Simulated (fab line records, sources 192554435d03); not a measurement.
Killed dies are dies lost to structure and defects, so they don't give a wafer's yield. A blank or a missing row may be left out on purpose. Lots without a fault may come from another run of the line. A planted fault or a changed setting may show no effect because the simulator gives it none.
Chamber matching | flow n5_finfet | N5_BEOL_M10_CURE_71 on uv_cure-03: 3 sister chambers
The step cures SiCOH lowk, time 240 s. 6 wafers are shown with their chamber, then 12 later ones without.

WAFERS WITH THEIR CHAMBER
wafer  | chamber | wafer_temp_C_max | lamp_power_pct (%)
L074.4 | 1       | 387.3            | 52.25
L074.6 | 1       | 387.2            | 52.39
L082.5 | 0       | 387.8            | 52.40
L082.6 | 0       | 388.2            | 52.26
L091.4 | 2       | 388.3            | 52.26
L091.5 | 2       | 387.2            | 52.26

WAFERS WITHOUT THEIR CHAMBER
wafer  | wafer_temp_C_max | lamp_power_pct (%)
L093.2 | 386.7            | 52.32
L093.4 | 388.1            | 52.32
L093.5 | 387.9            | 52.24
L092.1 | 387.0            | 52.49
L092.2 | 386.5            | 52.18
L092.5 | 386.3            | 52.38
L092.3 | 386.5            | 52.29
L092.4 | 386.7            | 52.29
L092.6 | 386.8            | 52.39
L094.3 | 386.4            | 52.21
L094.4 | 386.3            | 52.40
L094.5 | 386.0            | 52.27

WHICH CHAMBER EACH WENT THROUGH
wafer  | from the rows above          | in truth
L093.2 | can't be placed: 1 or 2 or 0 | 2
L093.4 | can't be placed: 0 or 2 or 1 | 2
L093.5 | can't be placed: 2 or 0 or 1 | 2
L092.1 | can't be placed: 1 or 0 or 2 | 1
L092.2 | can't be placed: 1 or 2 or 0 | 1
L092.5 | can't be placed: 1 or 2 or 0 | 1
L092.3 | can't be placed: 1 or 2 or 0 | 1
L092.4 | can't be placed: 1 or 2 or 0 | 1
L092.6 | can't be placed: 1 or 2 or 0 | 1
L094.3 | can't be placed: 1 or 2 or 0 | 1
L094.4 | can't be placed: 1 or 2 or 0 | 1
L094.5 | can't be placed: 1 or 2 or 0 | 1
Placed correctly: 0 of 12. Can't be placed from these rows: 12 (the true chamber is among the candidates in 12). Placed wrongly: 0.
How it was worked out, from the rows above alone: a wafer's distance from a chamber is the root of the sum, over the readings, of the square of ((its reading less the chamber's mean) divided by the reading's scatter). The wafer belongs to the nearest chamber; if the next one is less than 2 further off, it can't be placed. A chamber's mean is the mean of its shown wafers. The scatter: the root of (the sum of the squares of (reading less its chamber's mean) over the shown wafers, divided by (wafers less chambers)).
